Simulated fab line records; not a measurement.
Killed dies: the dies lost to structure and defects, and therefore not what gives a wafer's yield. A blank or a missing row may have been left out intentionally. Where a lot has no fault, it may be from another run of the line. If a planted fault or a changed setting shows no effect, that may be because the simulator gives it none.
fab line records | flow nand-harc | part 1 of 2: steps 1 to 19 of 27
record: lots: 5 | wafers: 15 | last-day: 33
route steps=1302 shown A_CONTACT@998
lots with no fault: from the same line, run without faults
start-h: hours from the record's opening day to when the first of the lot's shown wafers began | wait-h: hours elapsed since this lot's preceding step | " unchanged from the row above | L1.1+2: a single row standing in for several wafers | - no value, or no start given | * or withheld: withheld | < > ~ a bound
route shown NAME@n: a module of which the file shows steps, and the number in the route of the first | usual: mean/standard deviation taken from wafers without a fault | same: alike in all rows | chamber/n: place in a boat | sites: per-site readings | _std_site: how widely they spread, as a standard deviation | _edge_site: the outer-site mean with the inner-site mean subtracted | radius-mm: how far each site lies from the wafer's centre | mask NAME#n: copy n | behind: the last tool/chamber to shape the wafer | hold: what put the lot on hold/how long, in hours/how the hold closed | device: transistor that didn't switch, given as n, p or np | end of line: tests run on the same wafers once the route is complete | a step with no rows: only its recipe | killed: dies that structure and defects cost at the first sort, which is not the same as the wafer's yield | map: a wafer's dies, x killed, . not, _ none there
set.NAME: the setting that was run; set.NAME@STEP: the one run at that earlier step | model.NAME: the simulator's own value behind a step, which no gauge read
lots seen at some steps along the route; tables by step, rows by wafer
services: a tool's chamber out of use, with start hour (start-h, from the record's first day; less than 0 if before it), hours out, and reason
== steps ==
step: NHARC_A_CONTACT_OVL_MEAS_43
usual: overlay-x-nm: -0.2/0.93 | overlay-y-nm: -0.1/0.8
lot.wafer | tool       | chamber | start-h | wait-h | overlay-x-nm | overlay-y-nm
L074.1    | overlay-01 | -       | 483.17  | -      | 1.0          | 1.1
L074.2    | "          | -       | "       | "      | 0.6          | 0.8
L074.6    | "          | -       | "       | "      | 1.1          | 0.6
L079.1    | overlay-01 | -       | 552.44  | -      | -1.3         | 1.3
L079.2    | "          | -       | "       | "      | -0.8         | 1.3
L079.3    | "          | -       | "       | "      | -1.4         | 1.0
L083.2    | overlay-01 | -       | 588.32  | -      | -0.4         | -0.2
L083.4    | "          | -       | "       | "      | -0.7         | -0.3
L083.5    | "          | -       | "       | "      | 0.0          | -0.2
L093.2    | overlay-02 | -       | 689.30  | -      | -0.4         | -0.1
L093.3    | "          | -       | "       | "      | -0.2         | -0.4
L093.6    | "          | -       | "       | "      | -0.6         | 0.6
L096.3    | overlay-01 | -       | 724.15  | -      | -0.9         | -0.1
L096.4    | "          | -       | "       | "      | -0.9         | -0.1
L096.6    | "          | -       | "       | "      | -1.3         | -0.6
step: NHARC_A_CONTACT_INSPECT_44
usual: raw-defect-count: 77/38
lot.wafer | tool              | chamber | start-h | wait-h | raw-defect-count
L074.1    | defect-inspect-02 | -       | 483.20  | 0.0    | 48
L074.2    | "                 | -       | "       | "      | 60
L074.6    | "                 | -       | "       | "      | 65
L079.1    | defect-inspect-01 | -       | 552.48  | 0.0    | 111
L079.2    | "                 | -       | "       | "      | 94
L079.3    | "                 | -       | "       | "      | 89
L083.2    | defect-inspect-02 | -       | 588.36  | 0.0    | 133
L083.4    | "                 | -       | "       | "      | 128
L083.5    | "                 | -       | "       | "      | 132
L093.2    | defect-inspect-02 | -       | 689.34  | 0.0    | 33
L093.3    | "                 | -       | "       | "      | 28
L093.6    | "                 | -       | "       | "      | 25
L096.3    | defect-inspect-01 | -       | 724.19  | 0.0    | 64
L096.4    | "                 | -       | "       | "      | 59
L096.6    | "                 | -       | "       | "      | 63
step: NHARC_A_CONTACT_DESCUM_47
recipe: time-s: 3 | o2-flow-sccm: 200 | ar-flow-sccm: 0 | bias-power-w: 0 | chemistry: O2
usual: drypump-motor-current-A: 5.6/0.44 | oes-product-au: 1.001/0.0095 | rf-vpp-V: 57.8/0.87 | showerhead-plenum-p-Torr: 1.92/0.079 | throttle-valve-pct: 11.311/0.0092
lot.wafer | tool        | chamber | start-h | wait-h | drypump-motor-current-A | oes-product-au | rf-hours-counter-h | rf-vpp-V | showerhead-plenum-p-Torr | throttle-valve-pct
L074.2    | rie-diel-07 | 0       | 483.27  | 0.1    | 5.2                     | 1.012          | 1                  | 57.3     | 1.97                     | 11.311
L074.1    | "           | 2       | "       | "      | 5.2                     | 1.001          | 2                  | 56.6     | 1.83                     | 11.307
L074.6    | "           | 3       | "       | "      | 5.4                     | 0.997          | -                  | 59.2     | 2.04                     | 11.320
L079.2    | rie-diel-04 | 3       | 552.54  | 0.1    | 5.6                     | 0.995          | 6                  | 58.3     | 1.93                     | 11.298
L079.3    | "           | 1       | "       | "      | 5.5                     | 0.995          | 6                  | 58.0     | 2.00                     | 11.310
L079.1    | "           | 2       | "       | "      | 5.6                     | 0.997          | 6                  | 58.3     | 1.92                     | 11.320
L083.2    | rie-diel-04 | 2       | 588.45  | 0.1    | 5.7                     | 0.995          | 17                 | 57.3     | 1.92                     | 11.316
L083.5    | "           | 1       | "       | "      | 5.4                     | 0.987          | -                  | 58.5     | 2.00                     | 11.317
L083.4    | "           | 2       | "       | "      | 5.7                     | 0.984          | -                  | 58.5     | 1.92                     | 11.314
L093.2    | rie-diel-08 | 2       | 689.42  | 0.1    | 5.4                     | 0.992          | 23                 | 57.5     | 1.83                     | 11.310
L093.3    | "           | 3       | "       | "      | 5.3                     | 0.995          | 23                 | 56.7     | 1.81                     | 11.325
L093.6    | "           | 0       | "       | "      | 6.8                     | 1.011          | -                  | 56.3     | 1.96                     | 11.321
L096.3    | rie-diel-04 | 3       | 724.35  | 0.2    | 5.6                     | 0.998          | 2                  | 57.7     | 1.92                     | 11.311
L096.6    | "           | 0       | "       | "      | 5.8                     | 1.014          | -                  | 58.3     | 2.01                     | 11.305
L096.4    | "           | 1       | "       | "      | 5.5                     | 1.003          | -                  | 57.8     | 1.98                     | 11.313
step: NHARC_A_CONTACT_ETCH_48
recipe: target-depth-a: 390 | over-etch-frac: 0.3 | time-s: 65 | ion-energy-ev: 80 | cf4-flow-sccm: 150 | ar-flow-sccm: 0 | rf-w: 300 | bias-w: 100 | chemistry: CF4
usual: drypump-motor-current-A: 5.7/0.48 | oes-product-au: 1.003/0.01 | rf-vpp-V: 151.5/1.2 | showerhead-plenum-p-Torr: 1.78/0.066 | throttle-valve-pct: 13.283/0.0098
lot.wafer | tool        | chamber | start-h | wait-h | drypump-motor-current-A | oes-product-au | rf-hours-counter-h | rf-vpp-V | showerhead-plenum-p-Torr | throttle-valve-pct
L074.2    | rie-diel-07 | 0       | 483.35  | 0.1    | 5.2                     | 1.021          | 1                  | 152.4    | 1.81                     | 13.284
L074.1    | "           | 2       | "       | "      | 5.2                     | 1.010          | 2                  | 149.8    | 1.70                     | 13.276
L074.6    | "           | 1       | "       | "      | 5.8                     | 1.005          | -                  | 151.9    | 1.88                     | 13.291
L079.2    | rie-diel-04 | 3       | 552.72  | 0.2    | 5.6                     | 1.021          | 6                  | 150.8    | 1.78                     | 13.293
L079.1    | "           | 1       | "       | "      | 5.5                     | 1.004          | 6                  | 153.6    | 1.84                     | 13.296
L079.3    | "           | 2       | "       | "      | 5.6                     | 0.997          | 6                  | 150.0    | 1.78                     | 13.298
L083.2    | rie-diel-04 | 1       | 588.59  | 0.1    | 5.4                     | 0.987          | 20                 | 150.4    | 1.84                     | 13.285
L083.5    | "           | 0       | "       | "      | 5.8                     | 1.012          | -                  | 153.1    | 1.86                     | 13.293
L083.4    | "           | 1       | "       | "      | 5.4                     | 0.988          | -                  | 153.6    | 1.84                     | 13.278
L093.2    | rie-diel-08 | 3       | 689.48  | 0.1    | 5.4                     | 1.010          | 23                 | 151.1    | 1.68                     | 13.279
L093.3    | "           | 2       | "       | "      | 5.3                     | 1.007          | 23                 | 151.4    | 1.70                     | 13.272
L093.6    | "           | 3       | "       | "      | 5.4                     | 1.018          | -                  | 150.3    | 1.68                     | 13.279
L096.3    | rie-diel-04 | 3       | 724.45  | 0.1    | 5.6                     | 1.004          | 2                  | 151.1    | 1.77                     | 13.304
L096.4    | "           | 3       | "       | "      | 5.6                     | 1.009          | -                  | 150.0    | 1.77                     | 13.278
L096.6    | "           | 0       | "       | "      | 5.8                     | 0.995          | -                  | 151.6    | 1.85                     | 13.274
step: NHARC_A_CONTACT_ETCH_49
recipe: target-depth-a: 2600 | over-etch-frac: 0.3 | time-s: 475.3 | ion-energy-ev: 200 | n2-flow-sccm: 150 | h2-flow-sccm: 150 | ar-flow-sccm: 0 | rf-w: 400 | bias-w: 150 | chemistry: N2/H2
usual: drypump-motor-current-A: 5.6/0.47 | n2-flow-sccm: 150.0/0.47 | oes-product-au: 1.001/0.0099 | rf-vpp-V: 430.8/2.5 | showerhead-plenum-p-Torr: 2.05/0.087 | throttle-valve-pct: 14.172/0.0092
lot.wafer | tool        | chamber | start-h | wait-h | drypump-motor-current-A | n2-flow-sccm | oes-product-au | rf-hours-counter-h | rf-vpp-V | showerhead-plenum-p-Torr | throttle-valve-pct
L074.1    | rie-diel-07 | 2       | -       | -      | 5.1                     | 150.1        | 1.002          | 2                  | 429.8    | 1.95                     | 14.153
L074.2    | "           | 1       | "       | "      | 5.9                     | 150.3        | 1.002          | 2                  | 433.4    | 2.18                     | 14.165
L074.6    | "           | 2       | "       | "      | 5.2                     | 149.7        | 1.008          | -                  | 426.2    | 1.95                     | 14.157
L079.2    | rie-diel-04 | 2       | -       | -      | 5.7                     | 150.2        | 0.996          | 6                  | 430.4    | 2.05                     | 14.174
L079.3    | "           | 3       | "       | "      | 5.6                     | 150.2        | 1.009          | 6                  | 431.6    | 2.06                     | 14.181
L079.1    | "           | 1       | "       | "      | 5.4                     | 150.6        | 1.003          | 6                  | 432.7    | 2.14                     | 14.179
L083.2    | rie-diel-04 | 1       | -       | -      | 5.5                     | 149.3        | 0.979          | 21                 | 432.1    | 2.13                     | 14.170
L083.4    | "           | 1       | "       | "      | 5.5                     | 149.7        | 0.984          | -                  | 432.8    | 2.13                     | 14.183
L083.5    | "           | 0       | "       | "      | 5.8                     | 149.8        | 0.992          | -                  | 432.2    | 2.15                     | 14.167
L093.3    | rie-diel-08 | 0       | -       | -      | 6.8                     | 149.4        | 1.007          | 23                 | 431.8    | 2.09                     | 14.184
L093.2    | "           | 1       | "       | "      | 5.8                     | 149.8        | 0.982          | 25                 | 431.3    | 2.06                     | 14.174
L093.6    | "           | 2       | "       | "      | 5.4                     | 150.8        | 1.004          | -                  | 426.9    | 1.95                     | 14.173
L096.3    | rie-diel-04 | 3       | -       | -      | 5.6                     | 150.2        | 0.998          | 2                  | 432.3    | 2.04                     | 14.170
L096.6    | "           | 3       | "       | "      | 5.6                     | 150.6        | 1.001          | -                  | 430.6    | 2.04                     | 14.175
L096.4    | "           | 1       | "       | "      | 5.5                     | 149.7        | 1.000          | -                  | 431.4    | 2.12                     | 14.172
step: NHARC_A_CONTACT_ETCH_50
recipe: target-depth-a: 1210 | time-s: 60.5 | cf4-flow-sccm: 100 | chf3-flow-sccm: 30 | ar-flow-sccm: 0 | rf-w: 500 | bias-w: 200 | chemistry: CF4/CHF3
usual: drypump-motor-current-A: 5.6/0.46 | oes-product-au: 0.956/0.023 | rf-vpp-V: 371.1/2.1 | showerhead-plenum-p-Torr: 1.58/0.059 | throttle-valve-pct: 16.804/0.009
lot.wafer | tool        | chamber | start-h | wait-h | drypump-motor-current-A | oes-product-au | rf-hours-counter-h | rf-vpp-V | showerhead-plenum-p-Torr | throttle-valve-pct
L074.1    | rie-diel-07 | 0       | -       | -      | 5.2                     | 0.972          | 1                  | 373.1    | 1.61                     | 16.807
L074.2    | "           | 2       | "       | "      | 5.1                     | 0.975          | 2                  | 367.6    | 1.51                     | 16.800
L074.6    | "           | 3       | "       | "      | 5.4                     | 0.960          | -                  | 372.8    | 1.67                     | 16.821
L079.3    | rie-diel-04 | 3       | -       | -      | 5.6                     | 0.951          | 7                  | 371.6    | 1.59                     | 16.804
L079.2    | "           | 1       | "       | "      | 5.5                     | 0.932          | 7                  | 374.8    | 1.64                     | 16.829
L079.1    | "           | 2       | "       | "      | 5.7                     | 0.939          | 7                  | 371.7    | 1.58                     | 16.810
L083.2    | rie-diel-04 | 2       | -       | -      | 5.7                     | 0.922          | 18                 | 370.9    | 1.58                     | 16.802
L083.5    | "           | 1       | "       | "      | 5.5                     | 0.920          | -                  | 372.5    | 1.64                     | 16.797
L083.4    | "           | 2       | "       | "      | 5.7                     | 0.924          | -                  | 371.1    | 1.58                     | 16.796
L093.3    | rie-diel-08 | 3       | -       | -      | 5.4                     | 0.983          | 24                 | 368.6    | 1.49                     | 16.804
L093.2    | "           | 2       | "       | "      | 5.3                     | 0.980          | 23                 | 368.6    | 1.51                     | 16.808
L093.6    | "           | 0       | "       | "      | 6.8                     | 0.972          | -                  | 372.6    | 1.61                     | 16.799
L096.3    | rie-diel-04 | 1       | -       | -      | 5.5                     | 0.960          | 2                  | 373.3    | 1.63                     | 16.798
L096.6    | "           | 0       | "       | "      | 5.8                     | 0.965          | -                  | 373.9    | 1.64                     | 16.786
L096.4    | "           | 1       | "       | "      | 5.4                     | 0.964          | -                  | 371.8    | 1.63                     | 16.789
step: NHARC_A_CONTACT_ETCH_51
recipe: target-depth-a: 70000 | over-etch-frac: 0.3 | time-s: 1820 | ion-energy-ev: 150 | o2-flow-sccm: 400 | cos-flow-sccm: 20 | ar-flow-sccm: 0 | rf-w: 500 | bias-w: 300 | chemistry: O2/COS
usual: drypump-motor-current-A: 5.6/0.44 | oes-product-au: 1.001/0.01 | rf-vpp-V: 314.4/1.9 | showerhead-plenum-p-Torr: 3.14/0.12 | throttle-valve-pct: 28.330/0.0095
lot.wafer | tool        | chamber | start-h | wait-h | drypump-motor-current-A | oes-product-au | rf-hours-counter-h | rf-vpp-V | showerhead-plenum-p-Torr | throttle-valve-pct
L074.1    | rie-diel-07 | 0       | -       | -      | 5.2                     | 1.008          | 1                  | 314.5    | 3.20                     | 28.331
L074.2    | "           | 2       | "       | "      | 5.2                     | 0.996          | 2                  | 313.1    | 3.00                     | 28.341
L074.6    | "           | 0       | "       | "      | 5.2                     | 1.018          | -                  | 315.0    | 3.20                     | 28.327
L079.3    | rie-diel-04 | 1       | -       | -      | 5.5                     | 1.005          | 7                  | 316.4    | 3.26                     | 28.336
L079.1    | "           | 2       | "       | "      | 5.7                     | 1.006          | 7                  | 314.9    | 3.14                     | 28.323
L079.2    | "           | 3       | "       | "      | 5.6                     | 1.008          | 7                  | 313.7    | 3.15                     | 28.338
L083.2    | rie-diel-04 | 2       | -       | -      | 5.7                     | 0.984          | 18                 | 315.2    | 3.13                     | 28.330
L083.4    | "           | 2       | "       | "      | 5.7                     | 0.992          | -                  | 314.3    | 3.13                     | 28.323
L083.5    | "           | 1       | "       | "      | 5.5                     | 0.985          | -                  | 315.8    | 3.25                     | 28.340
L093.3    | rie-diel-08 | 0       | -       | -      | 6.8                     | 1.009          | 23                 | 314.7    | 3.19                     | 28.340
L093.2    | "           | 1       | "       | "      | 5.8                     | 0.993          | 25                 | 314.4    | 3.15                     | 28.334
L093.6    | "           | 2       | "       | "      | 5.3                     | 0.999          | -                  | 312.5    | 3.00                     | 28.330
L096.3    | rie-diel-04 | 3       | -       | -      | 5.6                     | 1.009          | 3                  | 314.0    | 3.13                     | 28.333
L096.4    | "           | 0       | "       | "      | 5.8                     | 1.011          | -                  | 316.1    | 3.26                     | 28.342
L096.6    | "           | 1       | "       | "      | 5.5                     | 0.998          | -                  | 315.1    | 3.23                     | 28.347
step: NHARC_A_CONTACT_ETCH_111
recipe: source-w: withheld | pressure-mtorr: 20 | bias-v: withheld | time-s: 140 | target-depth-a: 7000 | ar-flow-sccm: withheld | c4f8-flow-sccm: withheld | o2-flow-sccm: withheld | chemistry: C4F8/O2/Ar
lot.wafer | tool            | chamber | start-h | wait-h | rf-hours-counter-h
L074.1    | har-cap-etch-03 | 1       | 485.09  | -      | 36
L074.2    | "               | 0       | "       | "      | 36
L074.6    | "               | 1       | "       | "      | -
L079.2    | har-cap-etch-01 | 0       | 554.83  | -      | 4
L079.1    | "               | 1       | "       | "      | 4
L079.3    | "               | 0       | "       | "      | -
L083.2    | har-cap-etch-02 | 0       | 590.98  | -      | 97
L083.4    | "               | 1       | "       | "      | -
L083.5    | "               | 1       | "       | "      | -
L093.2    | har-cap-etch-02 | 0       | 691.25  | -      | 116
L093.3    | "               | 1       | "       | "      | -
L093.6    | "               | 0       | "       | "      | -
L096.3    | har-cap-etch-01 | 1       | 726.66  | -      | -
L096.4    | "               | 0       | "       | "      | -
L096.6    | "               | 1       | "       | "      | -
step: NHARC_A_CONTACT_ETCH_112
recipe: source-w: withheld | pressure-mtorr: 20 | bias-v: 3000 | time-s: 190 | target-depth-a: 18500 | ar-flow-sccm: withheld | c4f8-flow-sccm: withheld | o2-flow-sccm: withheld | chemistry: C4F8/O2/Ar
lot.wafer | tool            | chamber | start-h | wait-h | rf-hours-counter-h
L074.1    | har-cap-etch-03 | 1       | 485.29  | 0.2    | 36
L074.2    | "               | 0       | "       | "      | 36
L074.6    | "               | 1       | "       | "      | -
L079.2    | har-cap-etch-01 | 0       | 555.03  | 0.2    | 5
L079.1    | "               | 1       | "       | "      | 5
L079.3    | "               | 0       | "       | "      | -
L083.2    | har-cap-etch-02 | 0       | 591.17  | 0.2    | 97
L083.4    | "               | 1       | "       | "      | -
L083.5    | "               | 1       | "       | "      | -
L093.2    | har-cap-etch-02 | 0       | 691.45  | 0.2    | 116
L093.3    | "               | 1       | "       | "      | -
L093.6    | "               | 0       | "       | "      | -
L096.3    | har-cap-etch-01 | 1       | 726.85  | 0.2    | -
L096.4    | "               | 0       | "       | "      | -
L096.6    | "               | 1       | "       | "      | -
step: NHARC_A_CONTACT_ETCH_113
recipe: source-w: withheld | pressure-mtorr: 20 | bias-v: 3000 | time-s: 190 | target-depth-a: 18500 | ar-flow-sccm: withheld | c4f8-flow-sccm: withheld | o2-flow-sccm: withheld | chemistry: C4F8/O2/Ar
lot.wafer | tool            | chamber | start-h | wait-h | rf-hours-counter-h
L074.1    | har-cap-etch-03 | 1       | 485.46  | 0.1    | 37
L074.2    | "               | 0       | "       | "      | 37
L074.6    | "               | 1       | "       | "      | -
L079.2    | har-cap-etch-01 | 0       | 555.20  | 0.1    | 5
L079.1    | "               | 1       | "       | "      | 5
L079.3    | "               | 0       | "       | "      | -
L083.2    | har-cap-etch-02 | 0       | 591.34  | 0.1    | 98
L083.4    | "               | 1       | "       | "      | -
L083.5    | "               | 1       | "       | "      | -
L093.2    | har-cap-etch-02 | 0       | 691.62  | 0.1    | 116
L093.3    | "               | 1       | "       | "      | -
L093.6    | "               | 0       | "       | "      | -
L096.3    | har-cap-etch-01 | 1       | 727.02  | 0.1    | -
L096.4    | "               | 0       | "       | "      | -
L096.6    | "               | 1       | "       | "      | -
step: NHARC_A_CONTACT_ETCH_114
recipe: source-w: withheld | pressure-mtorr: 20 | bias-v: 3000 | time-s: 190 | target-depth-a: 18500 | ar-flow-sccm: withheld | c4f8-flow-sccm: withheld | o2-flow-sccm: withheld | chemistry: C4F8/O2/Ar
lot.wafer | tool            | chamber | start-h | wait-h | rf-hours-counter-h
L074.1    | har-cap-etch-03 | 1       | 485.63  | 0.1    | 37
L074.2    | "               | 0       | "       | "      | 37
L074.6    | "               | 1       | "       | "      | -
L079.2    | har-cap-etch-01 | 0       | 555.37  | 0.1    | 5
L079.1    | "               | 1       | "       | "      | 5
L079.3    | "               | 0       | "       | "      | -
L083.2    | har-cap-etch-02 | 0       | 591.51  | 0.1    | 98
L083.4    | "               | 1       | "       | "      | -
L083.5    | "               | 1       | "       | "      | -
L093.2    | har-cap-etch-02 | 0       | 691.79  | 0.1    | 116
L093.3    | "               | 1       | "       | "      | -
L093.6    | "               | 0       | "       | "      | -
L096.3    | har-cap-etch-01 | 1       | 727.20  | 0.1    | -
L096.4    | "               | 0       | "       | "      | -
L096.6    | "               | 1       | "       | "      | -
step: NHARC_A_CONTACT_ETCH_115
recipe: source-w: withheld | pressure-mtorr: 20 | bias-v: 3000 | time-s: 190 | target-depth-a: 18500 | ar-flow-sccm: withheld | c4f8-flow-sccm: withheld | o2-flow-sccm: withheld | chemistry: C4F8/O2/Ar
lot.wafer | tool            | chamber | start-h | wait-h | rf-hours-counter-h
L074.1    | har-cap-etch-03 | 1       | 485.80  | 0.1    | 37
L074.2    | "               | 0       | "       | "      | 37
L074.6    | "               | 1       | "       | "      | -
L079.2    | har-cap-etch-01 | 0       | 555.54  | 0.1    | 5
L079.1    | "               | 1       | "       | "      | 5
L079.3    | "               | 0       | "       | "      | -
L083.2    | har-cap-etch-02 | 0       | 591.68  | 0.1    | 98
L083.4    | "               | 1       | "       | "      | -
L083.5    | "               | 1       | "       | "      | -
L093.2    | har-cap-etch-02 | 0       | 691.96  | 0.1    | 116
L093.3    | "               | 1       | "       | "      | -
L093.6    | "               | 0       | "       | "      | -
L096.3    | har-cap-etch-01 | 1       | 727.37  | 0.1    | -
L096.4    | "               | 0       | "       | "      | -
L096.6    | "               | 1       | "       | "      | -
step: NHARC_A_CONTACT_ETCH_116
recipe: source-w: withheld | pressure-mtorr: 20 | bias-v: 3000 | time-s: 190 | target-depth-a: 18500 | ar-flow-sccm: withheld | c4f8-flow-sccm: withheld | o2-flow-sccm: withheld | chemistry: C4F8/O2/Ar
lot.wafer | tool            | chamber | start-h | wait-h | rf-hours-counter-h
L074.1    | har-cap-etch-03 | 1       | 485.97  | 0.1    | 37
L074.2    | "               | 0       | "       | "      | 37
L074.6    | "               | 1       | "       | "      | -
L079.2    | har-cap-etch-01 | 0       | 555.71  | 0.1    | 5
L079.1    | "               | 1       | "       | "      | 5
L079.3    | "               | 0       | "       | "      | -
L083.2    | har-cap-etch-02 | 0       | 591.85  | 0.1    | 98
L083.4    | "               | 1       | "       | "      | -
L083.5    | "               | 1       | "       | "      | -
L093.2    | har-cap-etch-02 | 0       | 692.13  | 0.1    | 116
L093.3    | "               | 1       | "       | "      | -
L093.6    | "               | 0       | "       | "      | -
L096.3    | har-cap-etch-01 | 1       | 727.53  | 0.1    | -
L096.4    | "               | 0       | "       | "      | -
L096.6    | "               | 1       | "       | "      | -
step: NHARC_A_CONTACT_ETCH_117
recipe: source-w: withheld | pressure-mtorr: 20 | bias-v: 3000 | time-s: 190 | target-depth-a: 18500 | ar-flow-sccm: withheld | c4f8-flow-sccm: withheld | o2-flow-sccm: withheld | chemistry: C4F8/O2/Ar
lot.wafer | tool            | chamber | start-h | wait-h | rf-hours-counter-h
L074.1    | har-cap-etch-03 | 1       | 486.14  | 0.1    | 37
L074.2    | "               | 0       | "       | "      | 37
L074.6    | "               | 1       | "       | "      | -
L079.2    | har-cap-etch-01 | 0       | 555.89  | 0.1    | 5
L079.1    | "               | 1       | "       | "      | 5
L079.3    | "               | 0       | "       | "      | -
L083.2    | har-cap-etch-02 | 0       | 592.03  | 0.1    | 98
L083.4    | "               | 1       | "       | "      | -
L083.5    | "               | 1       | "       | "      | -
L093.2    | har-cap-etch-02 | 0       | 692.31  | 0.1    | 116
L093.3    | "               | 1       | "       | "      | -
L093.6    | "               | 0       | "       | "      | -
L096.3    | har-cap-etch-01 | 1       | 727.71  | 0.1    | -
L096.4    | "               | 0       | "       | "      | -
L096.6    | "               | 1       | "       | "      | -
step: NHARC_A_CONTACT_ETCH_118
recipe: source-w: withheld | pressure-mtorr: 20 | bias-v: 3000 | time-s: 190 | target-depth-a: 18500 | ar-flow-sccm: withheld | c4f8-flow-sccm: withheld | o2-flow-sccm: withheld | chemistry: C4F8/O2/Ar
lot.wafer | tool            | chamber | start-h | wait-h | rf-hours-counter-h
L074.1    | har-cap-etch-03 | 1       | 486.32  | 0.1    | 37
L074.2    | "               | 0       | "       | "      | 37
L074.6    | "               | 1       | "       | "      | -
L079.2    | har-cap-etch-01 | 0       | 556.05  | 0.1    | 6
L079.1    | "               | 1       | "       | "      | 6
L079.3    | "               | 0       | "       | "      | -
L083.2    | har-cap-etch-02 | 0       | 592.20  | 0.1    | 98
L083.4    | "               | 1       | "       | "      | -
L083.5    | "               | 1       | "       | "      | -
L093.2    | har-cap-etch-02 | 0       | 692.48  | 0.1    | 117
L093.3    | "               | 1       | "       | "      | -
L093.6    | "               | 0       | "       | "      | -
L096.3    | har-cap-etch-01 | 1       | 727.88  | 0.1    | -
L096.4    | "               | 0       | "       | "      | -
L096.6    | "               | 1       | "       | "      | -
step: NHARC_A_CONTACT_ETCH_119
recipe: source-w: withheld | pressure-mtorr: 20 | bias-v: 3000 | time-s: 190 | target-depth-a: 18500 | ar-flow-sccm: withheld | c4f8-flow-sccm: withheld | o2-flow-sccm: withheld | chemistry: C4F8/O2/Ar
lot.wafer | tool            | chamber | start-h | wait-h | rf-hours-counter-h
L074.1    | har-cap-etch-03 | 1       | 486.49  | 0.1    | 38
L074.2    | "               | 0       | "       | "      | 38
L074.6    | "               | 1       | "       | "      | -
L079.2    | har-cap-etch-01 | 0       | 556.23  | 0.1    | 6
L079.1    | "               | 1       | "       | "      | 6
L079.3    | "               | 0       | "       | "      | -
L083.2    | har-cap-etch-02 | 0       | 592.37  | 0.1    | 99
L083.4    | "               | 1       | "       | "      | -
L083.5    | "               | 1       | "       | "      | -
L093.2    | har-cap-etch-02 | 0       | 692.65  | 0.1    | 117
L093.3    | "               | 1       | "       | "      | -
L093.6    | "               | 0       | "       | "      | -
L096.3    | har-cap-etch-01 | 1       | 728.05  | 0.1    | -
L096.4    | "               | 0       | "       | "      | -
L096.6    | "               | 1       | "       | "      | -
step: NHARC_A_CONTACT_ETCH_120
recipe: source-w: withheld | pressure-mtorr: 20 | bias-v: 3000 | time-s: 190 | target-depth-a: 18500 | ar-flow-sccm: withheld | c4f8-flow-sccm: withheld | o2-flow-sccm: withheld | chemistry: C4F8/O2/Ar
lot.wafer | tool            | chamber | start-h | wait-h | rf-hours-counter-h
L074.1    | har-cap-etch-03 | 1       | 486.66  | 0.1    | 38
L074.2    | "               | 0       | "       | "      | 38
L074.6    | "               | 1       | "       | "      | -
L079.2    | har-cap-etch-01 | 0       | 556.40  | 0.1    | 6
L079.1    | "               | 1       | "       | "      | 6
L079.3    | "               | 0       | "       | "      | -
L083.2    | har-cap-etch-02 | 0       | 592.54  | 0.1    | 99
L083.4    | "               | 1       | "       | "      | -
L083.5    | "               | 1       | "       | "      | -
L093.2    | har-cap-etch-02 | 0       | 692.82  | 0.1    | 117
L093.3    | "               | 1       | "       | "      | -
L093.6    | "               | 0       | "       | "      | -
L096.3    | har-cap-etch-01 | 1       | 728.22  | 0.1    | -
L096.4    | "               | 0       | "       | "      | -
L096.6    | "               | 1       | "       | "      | -
step: NHARC_A_CONTACT_ETCH_121
recipe: source-w: withheld | pressure-mtorr: 20 | bias-v: 3000 | time-s: 190 | target-depth-a: 18500 | ar-flow-sccm: withheld | c4f8-flow-sccm: withheld | o2-flow-sccm: withheld | chemistry: C4F8/O2/Ar
lot.wafer | tool            | chamber | start-h | wait-h | rf-hours-counter-h
L074.1    | har-cap-etch-03 | 1       | 486.83  | 0.1    | 38
L074.2    | "               | 0       | "       | "      | 38
L074.6    | "               | 1       | "       | "      | -
L079.2    | har-cap-etch-01 | 0       | 556.57  | 0.1    | 6
L079.1    | "               | 1       | "       | "      | 6
L079.3    | "               | 0       | "       | "      | -
L083.2    | har-cap-etch-02 | 0       | 592.71  | 0.1    | 99
L083.4    | "               | 1       | "       | "      | -
L083.5    | "               | 1       | "       | "      | -
L093.2    | har-cap-etch-02 | 0       | 692.99  | 0.1    | 117
L093.3    | "               | 1       | "       | "      | -
L093.6    | "               | 0       | "       | "      | -
L096.3    | har-cap-etch-01 | 1       | 728.40  | 0.1    | -
L096.4    | "               | 0       | "       | "      | -
L096.6    | "               | 1       | "       | "      | -
step: NHARC_A_CONTACT_ETCH_122
recipe: source-w: withheld | pressure-mtorr: 20 | bias-v: 3000 | time-s: 190 | target-depth-a: 18500 | ar-flow-sccm: withheld | c4f8-flow-sccm: withheld | o2-flow-sccm: withheld | chemistry: C4F8/O2/Ar
lot.wafer | tool            | chamber | start-h | wait-h | rf-hours-counter-h
L074.1    | har-cap-etch-03 | 1       | 487.00  | 0.1    | 38
L074.2    | "               | 0       | "       | "      | 38
L074.6    | "               | 1       | "       | "      | -
L079.2    | har-cap-etch-01 | 0       | 556.74  | 0.1    | 6
L079.1    | "               | 1       | "       | "      | 6
L079.3    | "               | 0       | "       | "      | -
L083.2    | har-cap-etch-02 | 0       | 592.88  | 0.1    | 99
L083.4    | "               | 1       | "       | "      | -
L083.5    | "               | 1       | "       | "      | -
L093.2    | har-cap-etch-02 | 0       | 693.16  | 0.1    | 117
L093.3    | "               | 1       | "       | "      | -
L093.6    | "               | 0       | "       | "      | -
L096.3    | har-cap-etch-01 | 1       | 728.57  | 0.1    | -
L096.4    | "               | 0       | "       | "      | -
L096.6    | "               | 1       | "       | "      | -
